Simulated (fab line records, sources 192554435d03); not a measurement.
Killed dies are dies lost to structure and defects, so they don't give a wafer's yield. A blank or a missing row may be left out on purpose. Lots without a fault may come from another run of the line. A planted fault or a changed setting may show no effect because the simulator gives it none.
Chamber matching | flow n5_finfet | N5_BEOL_M9_ILD_DEP_00 on pecvd-01: 3 sister chambers
The step deposits SiCOH lowk from DEMS/porogen, target thk 308.51 nm, time 58 s. 20 wafers are shown with their chamber, then 10 later ones without.

WAFERS WITH THEIR CHAMBER
wafer  | chamber | throttle_valve_pct (%) | heater_power_w (W) | showerhead_plenum_p_Torr (Torr)
L081.1 | 2       | 13.8                   | 384                | 5.742
L081.2 | 1       | 15.9                   | 386                | 5.737
L081.3 | 0       | 13.3                   | 326                | 5.733
L081.4 | 1       | 15.7                   | 295                | 5.744
L081.5 | 2       | 13.4                   | 381                | 5.738
L081.6 | 0       | 13.2                   | 329                | 5.737
L085.1 | 2       | 13.5                   | 384                | 5.745
L085.2 | 0       | 13.5                   | 309                | 5.712
L085.3 | 1       | 15.8                   | 377                | 5.746
L085.4 | 1       | 15.7                   | 387                | 5.744
L085.5 | 0       | 13.5                   | 317                | 5.730
L085.6 | 2       | 13.7                   | 402                | 5.744
L087.2 | 2       | 13.7                   | 416                | 5.737
L087.3 | 1       | 15.4                   | 383                | 5.753
L087.4 | 0       | 13.4                   | 348                | 5.745
L089.2 | 0       | 13.6                   | 339                | 5.732
L089.4 | 0       | 13.1                   | 339                | 5.720
L089.5 | 1       | 15.5                   | 363                | 5.745
L091.2 | 0       | 13.1                   | 353                | 5.735
L091.4 | 0       | 13.3                   | 355                | 5.731

SIGNATURES (means of the wafers above)
reading                  | chamber 0 | chamber 1 | chamber 2 | scatter within a chamber
throttle_valve_pct       | 13.333    | 15.667    | 13.620    | 0.178
heater_power_w           | 335.00    | 365.17    | 393.40    | 23.3
showerhead_plenum_p_Torr | 5.73056   | 5.74483   | 5.74120   | 0.00734
Rule: a wafer's distance from a chamber is the root of the sum, over the readings, of the square of ((its reading less the chamber's mean) divided by the reading's scatter). The wafer belongs to the nearest chamber; if the next one is less than 2 further off, it can't be placed. The scatter: the root of (the sum of the squares of (reading less its chamber's mean) over the shown wafers, divided by (wafers less chambers)).

WAFERS WITHOUT THEIR CHAMBER
wafer  | throttle_valve_pct (%) | heater_power_w (W) | showerhead_plenum_p_Torr (Torr)
L091.5 | 13.8                   | 414                | 5.731
L092.1 | 15.5                   | 334                | 5.757
L092.2 | 13.3                   | 359                | 5.728
L092.3 | 13.4                   | 400                | 5.747
L094.2 | 13.2                   | 309                | 5.738
L094.3 | 13.8                   | 401                | 5.742
L094.4 | 15.7                   | 331                | 5.756
L096.2 | 13.5                   | 325                | 5.749
L096.3 | 15.5                   | 380                | 5.760
L096.5 | 13.9                   | 372                | 5.743

WHICH CHAMBER EACH WENT THROUGH
wafer  | from the rows above     | in truth
L091.5 | 2                       | 2
L092.1 | 1                       | 1
L092.2 | can't be placed: 0 or 2 | 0
L092.3 | 2                       | 2
L094.2 | 0                       | 0
L094.3 | 2                       | 2
L094.4 | 1                       | 1
L096.2 | can't be placed: 0 or 2 | 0
L096.3 | 1                       | 1
L096.5 | 2                       | 2
Placed correctly: 8 of 10. Can't be placed from these rows: 2 (the true chamber is among the candidates in 2). Placed wrongly: 0.
